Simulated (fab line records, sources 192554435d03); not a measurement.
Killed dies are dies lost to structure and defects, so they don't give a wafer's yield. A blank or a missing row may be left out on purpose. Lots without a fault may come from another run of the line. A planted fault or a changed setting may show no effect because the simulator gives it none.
fab line records | flow n5_finfet
record lots=11 wafers=31 last_day=19
route steps=1938 shown BEOL_M3@1009 BEOL_M4@1021 PASSIVATION@1936
lots that met no fault: from a run of the same line without faults
start_h: hours from the record's first day to the start of the lot's first wafer shown | wait_h: hours since the lot's step before | " the same as in the row above | L1.1+2: a row that stands for several wafers | - no value, or no start given | * or withheld: withheld | < > ~ a bound
route shown NAME@n: a module of which the file shows steps, and the number in the route of the first | usual: mean/standard deviation of fault-free wafers | same: alike in all rows | chamber/n: place in a boat | sites: the reading at each site | _std_site: their standard deviation | _edge_site: outer sites' mean less inner sites' | radius_mm: how far each site lies from the wafer's centre | mask NAME#n: copy n | behind: the tool/chamber that last shaped the wafer | hold: why the lot was held/for how many hours/how that ended | device: the transistor (n, p or np) that didn't switch | end of line: the same wafers' tests at the end of the route | a step without rows: its recipe alone | killed: dies lost to structure and defects at the first sort, not the wafer's yield | map: a wafer's dies, x killed, . not, _ none there
set.NAME: the setting as run; set.NAME@STEP: as run at that earlier step | model.NAME: the simulator's own value behind a step, which no gauge read
steps of the route over a sample of lots; a table a step, a row a wafer
services: from which hour (start_h, from the record's first day; less than 0 if before it) a tool's chamber was out of use, for how many hours, and why
## steps
# step N5_BEOL_M3_ANNEAL_95
# recipe temp_c=400 time_s=240 ambient=vacuum
# usual heater_power_w=838/89
# columns lot.wafer tool chamber start_h wait_h heater_power_w
L409.2 pvd_sputter-01 - 186.59 0.0 829
L409.5 " - " " 808
L409.6 " - " " 1035
L411.1 pvd_sputter-03 - 192.74 0.0 858
L411.3 " - " " 798
L411.6 " - " " 794
L412.4 pvd_sputter-02 - 196.00 0.0 711
L412.5 " - " " 929
L412.6 " - " " 840
L415.2 pvd_sputter-03 - 202.87 0.0 771
L415.3 " - " " 779
L415.5 " - " " 776
L416.2 pvd_sputter-02 - 232.87 0.0 932
L416.3 " - " " 841
L416.6 " - " " 943
L419.1 pvd_sputter-03 - 243.95 0.0 771
L419.4 " - " " 804
L419.6 " - " " 798
L421.1 pvd_sputter-03 - 254.47 0.0 837
L421.2 " - " " 797
L421.4 " - " " 806
L428.2 pvd_sputter-01 - 292.50 0.0 1075
L428.5 " - " " 1058
L430.1 pvd_sputter-03 - 299.61 0.0 790
L430.3 " - " " 846
L430.5 " - " " 877
L429.1 pvd_sputter-01 - 305.83 0.0 822
L429.2 " - " " 899
L429.4 " - " " 1064
L431.4 pvd_sputter-02 - 321.93 0.0 701
L431.5 " - " " 858
# step N5_BEOL_M3_PRE_CLEAN_60
# recipe gas=NH3/H2 time_s=15 temp_c=* rf_power_w=300
# usual heater_power_w=78/15 rf_fwd_power_W=296.5/1.5
# columns lot.wafer tool chamber start_h wait_h heater_power_w rf_fwd_power_W
L409.2 cvd_co-01 2 187.58 0.0 80 298.7
L409.5 " 0 " " 87 296.7
L409.6 " 1 " " 60 293.5
L411.1 cvd_co-01 1 193.89 0.0 59 293.6
L411.3 " 0 " " 89 298.2
L411.6 " 0 " " 89 300.0
L412.4 cvd_co-02 0 196.98 0.1 56 296.1
L412.5 " 2 " " 101 295.8
L412.6 " 1 " " 82 294.9
L415.2 cvd_co-01 2 204.09 0.0 79 296.7
L415.3 " 0 " " 86 297.6
L415.5 " 0 " " 86 297.2
L416.2 cvd_co-01 1 233.83 0.0 60 295.3
L416.3 " 0 " " 86 297.3
L416.6 " 0 " " 87 298.2
L419.1 cvd_co-01 0 244.91 0.0 88 296.7
L419.4 " 0 " " 87 297.7
L419.6 " 2 " " 81 297.0
L421.1 cvd_co-01 0 255.43 0.0 89 296.7
L421.2 " 2 " " 81 296.3
L421.4 " 2 " " 82 296.4
L428.2 cvd_co-02 2 293.88 0.2 104 296.3
L428.5 " 2 " " 103 295.9
L430.1 cvd_co-02 2 300.59 0.0 108 296.3
L430.3 " 0 " " 59 297.0
L430.5 " 0 " " 58 297.7
L429.1 cvd_co-01 0 306.90 0.0 89 298.3
L429.2 " 1 " " 61 295.9
L429.4 " 1 " " 60 295.3
L431.4 cvd_co-01 0 322.91 0.1 89 297.0
L431.5 " 2 " " 83 297.3
# step N5_BEOL_M3_INSPECT_59
# recipe inspect_instrument=darkfield mode=post_dep
# usual raw_defect_count=70/21
# columns lot.wafer tool chamber start_h wait_h raw_defect_count
L409.2 defect_inspect-01 - 187.84 0.0 83
L409.5 " - " " 46
L409.6 " - " " 109
L411.1 defect_inspect-01 - 194.13 0.0 72
L411.3 " - " " 64
L411.6 " - " " 47
L412.4 defect_inspect-02 - 197.21 0.0 57
L412.5 " - " " 67
L412.6 " - " " 99
L415.2 defect_inspect-01 - 204.34 0.0 125
L415.3 " - " " 87
L415.5 " - " " 84
L416.2 defect_inspect-02 - 234.11 0.0 73
L416.3 " - " " 81
L416.6 " - " " 77
L419.1 defect_inspect-01 - 245.20 0.0 36
L419.4 " - " " 69
L419.6 " - " " 31
L421.1 defect_inspect-02 - 255.70 0.0 47
L421.2 " - " " 70
L421.4 " - " " 64
L428.2 defect_inspect-01 - 294.13 0.0 70
L428.5 " - " " 70
L430.1 defect_inspect-02 - 300.90 0.0 66
L430.3 " - " " 55
L430.5 " - " " 62
L429.1 defect_inspect-02 - 307.15 0.0 52
L429.2 " - " " 86
L429.4 " - " " 94
L431.4 defect_inspect-01 - 323.14 0.0 93
L431.5 " - " " 85
# step N5_BEOL_M4_ILD_DEP_00
# recipe material=SiOC target_thk_a=790 temp_c=350 precursor=DEMS/O2 pressure_torr=5 rf_w=500 time_s=15.3
# usual heater_power_w=522/90 rf_fwd_power_W=492.9/2.7 showerhead_plenum_p_Torr=5.691/0.019 susceptor_temp_C=349.99/0.19 throttle_valve_pct=11.8/0.53
# columns lot.wafer tool chamber start_h wait_h heater_power_w rf_fwd_power_W showerhead_plenum_p_Torr susceptor_temp_C throttle_valve_pct
L409.2 pecvd-02 1 187.88 0.0 611 489.7 5.706 349.67 12.1
L409.5 " 1 " " 607 489.1 5.707 350.07 12.0
L409.6 " 2 " " 525 493.3 5.720 349.97 11.7
L411.1 pecvd-03 0 194.17 0.0 419 491.6 5.693 349.96 11.5
L411.3 " 1 " " 610 497.2 5.703 350.06 11.4
L411.6 " 1 " " 618 497.9 5.673 349.88 11.1
L412.4 pecvd-01 2 197.26 0.1 508 492.7 5.667 349.95 11.6
L412.5 " 1 " " 383 496.7 5.707 350.05 12.8
L412.6 " 0 " " 507 493.8 5.675 350.25 12.3
L415.2 pecvd-03 1 204.38 0.0 518 495.4 5.706 349.69 11.2
L415.3 " 2 " " 703 488.7 5.699 350.22 11.4
L415.5 " 2 " " 695 487.1 5.701 350.06 11.1
L416.2 pecvd-03 1 234.15 0.0 495 496.4 5.694 350.25 11.4
L416.3 " 0 " " 483 493.1 5.682 350.07 11.6
L416.6 " 0 " " 489 493.5 5.671 350.02 11.6
L419.1 pecvd-01 2 245.24 0.0 555 492.8 5.655 349.95 11.5
L419.4 " 0 " " 492 492.5 5.686 349.99 12.2
L419.6 " 0 " " 491 495.2 5.679 350.05 12.1
L421.1 pecvd-03 0 255.73 0.0 510 489.9 5.683 349.80 11.7
L421.2 " 2 " " 675 488.5 5.714 350.09 11.2
L421.4 " 1 " " 584 494.7 5.669 349.99 11.7
L428.2 pecvd-01 1 294.16 0.0 367 495.4 5.702 349.90 13.1
L428.5 " 2 " " 601 491.4 5.654 349.99 11.8
L430.1 pecvd-01 0 300.93 0.0 463 494.4 5.695 345.71 12.3
L430.3 " 1 " " 336 497.9 5.696 346.12 13.1
L430.5 " 0 " " 460 493.6 5.683 346.01 12.2
L429.1 pecvd-01 0 307.19 0.0 417 494.5 5.689 346.19 12.2
L429.2 " 2 " " 545 489.7 5.655 345.87 11.6
L429.4 " 0 " " 422 494.3 5.687 346.08 11.9
L431.4 pecvd-03 2 323.20 0.1 595 490.9 5.707 349.76 11.5
L431.5 " 0 " " 475 493.7 5.693 349.83 11.7
# step N5_BEOL_M4_RC_MEAS_101
# usual DIBL_N=36.5/2.2 DIBL_P=36.9/2.9 IOFF_N=0.17/0.044 IOFF_P=0.22/0.052 ION_N=671/16 ION_P=461/10 SS_N=71.6/0.73 SS_P=73.5/0.79 VT_N=250/4.1 VT_P=-250/4.1
# columns lot.wafer tool chamber start_h wait_h DIBL_N[mV/V] DIBL_P[mV/V] IOFF_N[nA/um] IOFF_P[nA/um] ION_N[uA/um] ION_P[uA/um] SS_N[mV/dec] SS_P[mV/dec] VT_N[mV] VT_P[mV]
L409.2 prober-02 0 196.53 0.2 35.9 36.2 0.15 0.21 666 459 70.7 73.0 249 -249
L409.5 " 0 " " 36.7 36.3 0.15 0.20 656 453 71.3 73.7 250 -252
L409.6 " 0 " " 35.2 36.0 0.14 0.21 664 461 71.9 73.2 253 -248
L411.1 prober-01 0 207.00 0.0 37.2 35.2 0.16 0.19 653 439 72.2 72.8 253 -253
L411.3 " 0 " " 35.6 36.2 0.14 0.22 658 462 71.2 72.7 254 -250
L411.6 " 0 " " 36.1 35.9 0.15 0.22 670 457 71.4 73.2 253 -251
L412.4 prober-02 0 209.55 0.5 35.4 33.8 0.14 0.16 645 443 71.9 72.2 251 -253
L412.5 " 0 " " 36.6 36.8 0.15 0.21 653 449 72.1 73.5 252 -249
L412.6 " 0 " " 31.5 31.6 0.09 0.14 640 446 70.9 71.8 257 -253
L415.2 prober-01 0 219.46 0.2 37.2 36.5 0.16 0.25 671 462 71.9 73.6 252 -246
L415.3 " 0 " " 33.1 31.3 0.11 0.18 648 447 71.2 73.2 255 -248
L415.5 " 0 " " 36.8 36.6 0.16 0.24 660 462 71.2 73.8 250 -247
L416.2 prober-01 0 242.80 0.2 35.8 35.2 0.14 0.19 670 454 71.9 73.4 253 -253
L416.3 " 0 " " 37.1 38.6 0.16 0.24 652 453 72.5 73.8 248 -250
L416.6 " 0 " " 34.8 32.0 0.13 0.14 638 436 72.4 72.6 258 -258
L419.1 prober-01 0 260.88 0.0 33.4 32.6 0.11 0.14 661 448 70.1 73.1 256 -258
L419.4 " 0 " " 38.8 38.4 0.19 0.21 669 446 72.4 73.8 251 -252
L419.6 " 0 " " 36.5 35.0 0.14 0.17 657 454 71.5 72.4 254 -255
L421.1 prober-02 0 265.89 0.2 35.8 35.7 0.16 0.19 689 471 71.6 73.1 247 -249
L421.2 " 0 " " 38.2 39.1 0.18 0.24 670 456 71.8 73.7 248 -249
L421.4 " 0 " " 36.5 37.2 0.17 0.22 680 466 71.3 73.1 249 -251
L428.2 prober-02 0 315.73 0.2 35.1 34.2 0.16 0.24 682 478 71.1 72.9 251 -243
L428.5 " 0 " " 40.6 41.2 0.31 0.38 707 487 72.5 74.8 241 -238
L430.1 prober-01 0 317.82 0.0 35.3 35.5 0.14 0.18 666 461 70.9 73.1 250 -252
L430.3 " 0 " " 38.1 38.7 0.18 0.23 674 463 71.7 74.3 247 -249
L430.5 " 0 " " 37.8 39.4 0.17 0.25 668 461 71.4 74.4 248 -252
L429.1 prober-02 0 318.22 0.0 38.1 37.4 0.16 0.24 648 447 71.6 74.0 252 -250
L429.2 " 0 " " 34.8 33.3 0.10 0.16 638 442 71.2 72.7 259 -252
L429.4 " 0 " " 36.0 34.1 0.12 0.16 654 448 71.5 72.8 256 -254
L431.4 prober-01 0 340.80 0.5 40.2 42.9 0.23 0.29 669 456 72.3 74.7 248 -247
L431.5 " 0 " " 42.3 44.0 0.28 0.33 702 471 73.4 75.0 242 -243
# step N5_PASSIVATION_PROBE_49
# usual defect_limited_yield=91.3/1.4 killed_at_M0_to_M3=36/10 killed_at_M4_up=13/5.4 killed_at_contacts=12/5.3 killed_at_front_end=39/10 killed_at_other=3.2/2.7 killed_dies=103/16 killed_open=68/13 killed_short=33/6.6 sort_bin_4_leakage=0.01/0.031 sort_bin_5_function=5.1/0.92 sort_bin_6_memory=3.3/0.68 sort_bin_8_speed=0.1/0.41 sort_n_pass=1077/17 sort_yield_pct=91.2/1.4
# same gross_dies=1180 killed_at_back_side=0
# columns lot.wafer tool chamber start_h wait_h defect_limited_yield[%] killed_at_M0_to_M3 killed_at_M4_up killed_at_contacts killed_at_front_end killed_at_other killed_dies killed_open killed_short sort_bin_4_leakage[%] sort_bin_5_function[%] sort_bin_6_memory[%] sort_bin_8_speed[%] sort_n_pass sort_yield_pct[%]
L419.1 prober-02 - 380.80 0.0 90.8 50 18 5 33 3 109 61 46 0 5.1 3.8 0 1071 90.8
L419.4 prober-02 - 380.95 0.2 92.7 32 8 7 28 11 86 61 24 0 3.8 3.1 0 1094 92.7
L419.6 prober-02 - 381.05 0.3 92.6 26 16 2 32 11 87 54 31 0 4.2 2.9 0.1 1092 92.5
L429.2 prober-01 - 430.77 0.1 89.2 48 12 8 56 3 127 74 36 0 5.4 3.2 0.8 1044 88.5
# killed by level:class
L419.1 BEOL_M0_SAQP:geometric_particle:short=18 BEOL_M0_SAQP:geometric_particle:open=12 BEOL_M1:geometric_particle:open=8 STI_FIN_REVEAL:geometric_particle:open=8 BEOL_M4:geometric_particle:open=7 BEOL_M3:geometric_particle:open=6 STARTING-WAFER:geometric_particle:short=5 FIN_SAQP:geometric_particle:open=4
L419.4 BEOL_M1:geometric_particle:open=11 STI_FIN_REVEAL:geometric_particle:open=10 BEOL_M2:geometric_particle:open=7 FIN_SAQP:geometric_particle:short=6 MOL_CONTACT_COAG:geometric_particle:open=6 BEOL_M0_SAQP:geometric_particle:short=5 BEOL_M3:geometric_particle:open=5 FIN_SAQP:geometric_particle:open=4
L419.6 BEOL_M0_SAQP:geometric_particle:open=13 STI_FIN_REVEAL:geometric_particle:open=9 FIN_SAQP:geometric_particle:open=6 BEOL_M0_SAQP:geometric_particle:short=6 FIN_SAQP:geometric_particle:short=5 BEOL_M4:geometric_particle:open=5 BEOL_M3:geometric_particle:open=3 BEOL_M7:geometric_particle:open=3
L429.2 HKMG_FIN:area_etch=17 BEOL_M0_SAQP:geometric_particle:short=15 BEOL_M0_SAQP:geometric_particle:open=12 STI_FIN_REVEAL:geometric_particle:open=11 MOL_CONTACT_COAG:geometric_particle:open=8 BEOL_M1:geometric_particle:open=8 FIN_SAQP:geometric_particle:open=7 BEOL_M5:geometric_particle:open=5
## services
# columns tool chamber start_h hours kind
pecvd-01 0 166.11 2.1 scheduled_down
pecvd-03 0 179.35 5.6 repair
cvd_co-01 - 180.76 4.3 pm
pecvd-03 - 190.15 1.2 repair
pecvd-02 2 203.28 2.1 scheduled_down
pecvd-02 0 204.42 9.0 repair
pecvd-03 0 228.65 2.3 repair
pecvd-03 1 229.50 2.1 scheduled_down
pecvd-02 1 230.84 14.9 repair
pecvd-01 1 233.56 22.8 repair
pecvd-03 1 267.27 5.5 scheduled_down
cvd_co-01 - 274.33 0.4 repair
cvd_co-01 - 295.95 2.8 pm
cvd_co-02 1 296.24 10.8 repair
pecvd-02 - 298.47 2.8 pm
## key
first_sign step=N5_BEOL_M4_ILD_DEP_00 reading=susceptor_temp_C direction=down sigmas=21 usual=* struck=*
effect none on later readings
met_at N5_BEOL_M4_ILD_DEP_00
struck_lots L429,L430
baseline_loss step=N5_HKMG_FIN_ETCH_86 wafers=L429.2
not_acting_at N5_BEOL_M3_ANNEAL_95,N5_BEOL_M3_PRE_CLEAN_60,N5_BEOL_M3_INSPECT_59
onset_between 294.16 300.93
fault kind=process_parameter_drift tool=pecvd-01 chamber=- onset_h=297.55 steps=N5_BEOL_M4_ILD_DEP_00 channel=temp_c offset=* shape=step end_h=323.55 acts_in=* stated=*
# baseline_loss: these wafers lose ten dies or more at that step, a loss of the line's own and not of a fault; the sort's usual values leave them out
